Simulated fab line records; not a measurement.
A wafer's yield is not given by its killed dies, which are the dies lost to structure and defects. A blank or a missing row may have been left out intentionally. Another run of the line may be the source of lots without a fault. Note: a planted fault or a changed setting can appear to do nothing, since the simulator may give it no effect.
One fault seen from 2 desks + flow n5Finfet + only its own numbers are on each desk; what lay behind them is given at the end

THE METROLOGY DESK
What the gauges read, lot by lot, whatever tool the lot ran on: means of the sampled wafers that have a number. If a lot's mean is further than 4 standard deviations from the usual mean, the lot is out of limits and carries the mark OUT (the distance appears in the brackets). Only the readings that lie furthest out on some lot appear, 7 of the 11 it has.
Columns: A = trenchDepthNm at N5_BEOL_M3_OCD_MEAS_38, usual 55.2 nm; B = DIBL_N at N5_BEOL_M4_RC_MEAS_101, usual 35.9 mV/V; C = IOFF_N at N5_BEOL_M4_RC_MEAS_101, usual 0.16 nA/um; D = ION_N at N5_BEOL_M4_RC_MEAS_101, usual 676 uA/um; E = SS_P at N5_BEOL_M4_RC_MEAS_101, usual 73.2 mV/dec; F = VT_N at N5_BEOL_M4_RC_MEAS_101, usual 250 mV; G = VT_P at N5_BEOL_M4_RC_MEAS_101, usual -250 mV
| lot  | first seen here | A    | B    | C    | D   | E    | F   | G    |
|------|-----------------|------|------|------|-----|------|-----|------|
| L663 | day 7 16:10     | 56.3 | 35.1 | 0.15 | 675 | 73.4 | 251 | -250 |
| L667 | day 8 18:38     | 55.0 | 35.3 | 0.14 | 667 | 73.6 | 251 | -256 |
| L668 | day 8 18:49     | 55.1 | 37.3 | 0.16 | 673 | 73.7 | 250 | -253 |
| L669 | day 9 00:05     | 55.3 | 35.6 | 0.15 | 676 | 73.0 | 250 | -248 |
| L671 | day 9 11:44     | 54.7 | 36.4 | 0.16 | 680 | 73.1 | 248 | -244 |
| L670 | day 9 20:14     | 55.1 | 35.2 | 0.16 | 681 | 73.3 | 250 | -249 |
| L675 | day 10 20:11    | 54.5 | 33.5 | 0.13 | 670 | 72.8 | 251 | -253 |
| L676 | day 11 01:34    | 54.6 | 35.7 | 0.17 | 689 | 73.8 | 246 | -248 |
| L678 | day 11 08:06    | 53.8 | 36.2 | 0.16 | 677 | 72.9 | 248 | -250 |
| L679 | day 11 08:07    | 56.2 | 37.6 | 0.21 | 690 | 74.3 | 245 | -250 |
| L683 | day 12 22:38    | 55.1 | 35.2 | 0.15 | 670 | 72.6 | 249 | -251 |
This desk found nothing out of limits on any of the 11 lots.

THE TOOL OWNER'S DESK: aldMetal-04
The tool's own readings at N5_BEOL_M3_ALD_84 (deposits TaN, pulse time 2 s, purge time 3 s, co reactant purge time 2 s): means of the sampled wafers that have a number, for each lot that ran on this tool. If a lot's mean is further than 4 standard deviations from the usual mean, the lot is out of limits and carries the mark OUT (the distance appears in the brackets).
Columns: A = heaterPowerW at N5_BEOL_M3_ALD_84, usual 406 W
| lot  | first seen here | A   |
|------|-----------------|-----|
| L668 | day 8 19:29     | 382 |
| L671 | day 9 12:30     | 371 |
| L676 | day 11 02:04    | 374 |
| L678 | day 11 08:50    | 365 |
| L683 | day 12 23:26    | 369 |
This desk found nothing out of limits on any of the 5 lots.

BROUGHT TOGETHER
The metrology desk saw nothing out of limits.
The desk of the tool owner found nothing out of limits.

WHAT THE SIMULATOR HAD PUT IN
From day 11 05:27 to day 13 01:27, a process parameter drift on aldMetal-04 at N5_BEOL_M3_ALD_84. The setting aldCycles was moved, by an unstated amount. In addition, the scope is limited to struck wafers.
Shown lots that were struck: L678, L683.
